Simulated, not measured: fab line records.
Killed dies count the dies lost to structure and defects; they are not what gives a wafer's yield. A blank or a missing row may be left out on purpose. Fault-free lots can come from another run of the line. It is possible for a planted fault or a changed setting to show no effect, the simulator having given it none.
Chamber matching | flow n5Finfet | N5_BEOL_M2_DEP_57 on pecvd-01 has 3 sister chambers
The step deposits SiCN from 3MS/NH3, target thk 8 nm, time 14 s. 6 wafers are shown with their chamber, then 10 later ones without.

## EACH WAFER AND ITS CHAMBER
wafer  | chamber | showerheadPlenumPTorr (Torr) | showerheadVppV (V)
L080.3 | 2       | 3.673                        | 843
L087.3 | 0       | 3.689                        | 870
L087.4 | 1       | 3.653                        | 847
L087.6 | 1       | 3.642                        | 851
L088.2 | 0       | 3.682                        | 871
L088.5 | 2       | 3.670                        | 848

## WAFERS WITH NO CHAMBER GIVEN
wafer  | showerheadPlenumPTorr (Torr) | showerheadVppV (V)
L088.6 | 3.643                        | 853
L093.2 | 3.669                        | 826
L093.5 | 3.655                        | 845
L093.6 | 3.681                        | 861
L092.3 | 3.680                        | 875
L092.5 | 3.684                        | 880
L092.6 | 3.657                        | 820
L097.1 | 3.665                        | 829
L097.5 | 3.659                        | 834
L097.6 | 3.679                        | 849

## THE CHAMBER EACH PASSED THROUGH
wafer  | from the rows above     | in truth
L088.6 | 1                       | 1
L093.2 | 2                       | 2
L093.5 | can't be placed: 1 or 2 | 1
L093.6 | 0                       | 0
L092.3 | 0                       | 0
L092.5 | 0                       | 0
L092.6 | can't be placed: 2 or 1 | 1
L097.1 | can't be placed: 2 or 1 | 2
L097.5 | can't be placed: 2 or 1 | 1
L097.6 | 2                       | 2
Correct placement for 6 of the 10. Not placeable from these rows: 4 (in 4, the candidates include the true chamber). Wrongly placed: 0.
How it was worked out, from the rows above alone: a wafer's distance from a chamber is the root of the sum, over the readings, of the square of ((its reading less the chamber's mean) divided by the reading's scatter). The wafer belongs to the nearest chamber; if the next one is less than 2 further off, it can't be placed. A chamber's mean is the mean of its shown wafers. The scatter: take each reading less its chamber's mean, square it, sum over the shown wafers, divide by the number of wafers less the number of chambers, and take the root.
